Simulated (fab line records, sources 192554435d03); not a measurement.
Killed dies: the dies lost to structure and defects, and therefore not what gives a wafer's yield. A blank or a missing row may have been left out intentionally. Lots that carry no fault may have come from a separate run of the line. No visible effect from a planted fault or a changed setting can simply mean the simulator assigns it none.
Chamber matching / flow n5Finfet / 4 sister chambers for N5_MOL_CONTACT_COAG_DESCUM_45 on rieDiel-05
The step chemistry O2, time 7 s. 4 wafers are shown with their chamber, then 11 later ones without.

EACH WAFER AND ITS CHAMBER
wafer=L082.3; chamber=2; showerheadPlenumPTorr (Torr)=2.08
wafer=L086.2; chamber=1; showerheadPlenumPTorr (Torr)=2.05
wafer=L086.6; chamber=3; showerheadPlenumPTorr (Torr)=2.17
wafer=L089.1; chamber=0; showerheadPlenumPTorr (Torr)=2.10

WAFERS MISSING THEIR CHAMBER
wafer=L089.2; showerheadPlenumPTorr (Torr)=2.17
wafer=L089.3; showerheadPlenumPTorr (Torr)=2.08
wafer=L089.4; showerheadPlenumPTorr (Torr)=2.04
wafer=L089.5; showerheadPlenumPTorr (Torr)=2.17
wafer=L089.6; showerheadPlenumPTorr (Torr)=2.08
wafer=L093.3; showerheadPlenumPTorr (Torr)=2.04
wafer=L093.5; showerheadPlenumPTorr (Torr)=2.16
wafer=L093.6; showerheadPlenumPTorr (Torr)=2.09
wafer=L097.1; showerheadPlenumPTorr (Torr)=2.07
wafer=L097.2; showerheadPlenumPTorr (Torr)=2.09
wafer=L097.6; showerheadPlenumPTorr (Torr)=2.09

EACH ONE'S CHAMBER
wafer=L089.2; from the rows above=3; in truth=3
wafer=L089.3; from the rows above=2; in truth=2
wafer=L089.4; from the rows above=1; in truth=1
wafer=L089.5; from the rows above=3; in truth=3
wafer=L089.6; from the rows above=2; in truth=2
wafer=L093.3; from the rows above=1; in truth=1
wafer=L093.5; from the rows above=3; in truth=3
wafer=L093.6; from the rows above=can't be placed: 2 or 0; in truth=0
wafer=L097.1; from the rows above=can't be placed: 2 or 1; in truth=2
wafer=L097.2; from the rows above=can't be placed: 2 or 0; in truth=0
wafer=L097.6; from the rows above=can't be placed: 2 or 0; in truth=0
Correctly placed: 7 of 11. Can't be placed from these rows: 4 (the true chamber is among the candidates in 4). 0 placed wrongly.
How it was worked out, from the rows above alone: a wafer's distance from a chamber is the root of the sum, over the readings, of the square of ((its reading less the chamber's mean) divided by the reading's scatter). If the next closest chamber is less than 2 further off than the closest, the wafer can't be placed; otherwise it belongs to the closest. For every chamber, the mean is computed from those of its wafers that are shown. The scatter: root of mean squared gap, hidden wafer to nearest shown wafer, with one shown wafer a chamber.
